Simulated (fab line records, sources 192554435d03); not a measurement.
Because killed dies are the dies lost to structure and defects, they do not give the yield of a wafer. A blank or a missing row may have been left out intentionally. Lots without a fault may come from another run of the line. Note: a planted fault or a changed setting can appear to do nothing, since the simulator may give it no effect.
Matching of chambers -- flow n5 finfet -- N5_ZERO_LAYER_DESCUM_16 on rie diel-02 has 4 sister chambers
The step chemistry O2, time 7.9 s. 24 wafers are shown with their chamber, then 12 later ones without.

== WAFERS WITH THEIR CHAMBER ==
wafer,chamber,drypump motor current A (A),showerhead plenum p Torr (Torr),throttle valve pct (%)
L074.1,0,5.7,2.11,20.55
L074.2,1,5.7,1.94,19.85
L074.3,3,6.3,2.15,20.13
L074.4,2,5.2,2.08,20.30
L074.5,1,5.7,1.94,19.87
L074.6,0,5.7,2.11,20.54
L075.2,3,6.3,2.15,20.12
L075.4,2,5.2,2.08,20.30
L075.6,1,5.7,1.94,19.88
L083.1,3,6.3,2.15,20.15
L083.2,0,5.7,2.11,20.56
L083.3,1,5.7,1.94,19.90
L085.1,2,5.2,2.07,20.33
L085.2,0,5.7,2.10,20.56
L085.3,3,6.3,2.15,20.16
L085.4,1,5.7,1.94,19.90
L085.5,0,5.7,2.10,20.56
L085.6,3,6.3,2.15,20.15
L086.2,0,5.7,2.10,20.56
L086.3,1,5.7,1.94,19.90
L086.6,2,5.2,2.07,20.32
L087.1,3,6.2,2.15,20.16
L087.3,2,5.2,2.07,20.32
L087.6,2,5.2,2.07,20.33

SIGNATURES (averages over the wafers above)
reading,chamber 0,chamber 1,chamber 2,chamber 3,scatter within a chamber
drypump motor current A,5.700,5.700,5.200,6.283,0.0204
showerhead plenum p Torr,2.1050,1.9400,2.0733,2.1500,0.00376
throttle valve pct,20.5550,19.8833,20.3167,20.1450,0.0154
Rule: for each reading, subtract the chamber's mean from the wafer's reading, divide by that reading's scatter and square the result; add these up over the readings and take the root, which gives the wafer's distance from the chamber. The wafer belongs to the nearest chamber; if the next one is less than 2 further off, it can't be placed. The scatter: the root of (the sum of the squares of (reading less its chamber's mean) over the shown wafers, divided by (wafers less chambers)).

== WAFERS MISSING THEIR CHAMBER ==
wafer,drypump motor current A (A),showerhead plenum p Torr (Torr),throttle valve pct (%)
L089.1,6.3,2.14,20.17
L089.2,5.7,1.93,19.92
L089.3,5.7,2.10,20.56
L089.4,5.2,2.07,20.33
L089.5,6.3,2.14,20.17
L089.6,5.1,2.07,20.33
L091.2,5.1,2.07,20.34
L091.5,5.7,2.10,20.59
L091.6,5.7,1.93,19.89
L096.1,5.7,1.93,19.92
L096.4,6.3,2.14,20.18
L096.5,5.7,1.93,19.92

== CHAMBER TAKEN BY EACH ==
wafer,from the rows above,in truth
L089.1,3,3
L089.2,1,1
L089.3,0,0
L089.4,2,2
L089.5,3,3
L089.6,2,2
L091.2,2,2
L091.5,0,0
L091.6,1,1
L096.1,1,1
L096.4,3,3
L096.5,1,1
Correctly placed: 12 of 12. Not placeable from these rows: 0. Number placed wrongly: 0.
